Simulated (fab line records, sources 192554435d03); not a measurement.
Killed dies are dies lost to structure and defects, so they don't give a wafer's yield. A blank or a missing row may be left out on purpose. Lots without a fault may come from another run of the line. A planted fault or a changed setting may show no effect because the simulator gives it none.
Chamber matching | flow n5_finfet | N5_BEOL_M4_STRIP_19 on rie_diel-02: 4 sister chambers
The step strips in O2. 4 wafers are shown with their chamber, then 8 later ones without.

WAFERS WITH THEIR CHAMBER
wafer  | chamber | showerhead_plenum_p_Torr (Torr)
L083.2 | 1       | 2.21
L083.4 | 0       | 2.10
L083.6 | 3       | 2.10
L085.3 | 2       | 2.03

WAFERS WITHOUT THEIR CHAMBER
wafer  | showerhead_plenum_p_Torr (Torr)
L085.4 | 2.21
L085.6 | 2.03
L086.1 | 2.20
L086.5 | 2.21
L086.6 | 2.10
L096.2 | 2.09
L096.3 | 2.02
L096.5 | 2.20

WHICH CHAMBER EACH WENT THROUGH
wafer  | from the rows above     | in truth
L085.4 | 1                       | 1
L085.6 | 2                       | 2
L086.1 | 1                       | 1
L086.5 | 1                       | 1
L086.6 | can't be placed: 0 or 3 | 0
L096.2 | can't be placed: 0 or 3 | 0
L096.3 | 2                       | 2
L096.5 | 1                       | 1
Placed correctly: 6 of 8. Can't be placed from these rows: 2 (the true chamber is among the candidates in 2). Placed wrongly: 0.
How it was worked out, from the rows above alone: a wafer's distance from a chamber is the root of the sum, over the readings, of the square of ((its reading less the chamber's mean) divided by the reading's scatter). The wafer belongs to the nearest chamber; if the next one is less than 2 further off, it can't be placed. A chamber's mean is the mean of its shown wafers. The scatter: with one shown wafer a chamber, the root of the mean of the squares of how far each hidden wafer lies from its nearest shown one.
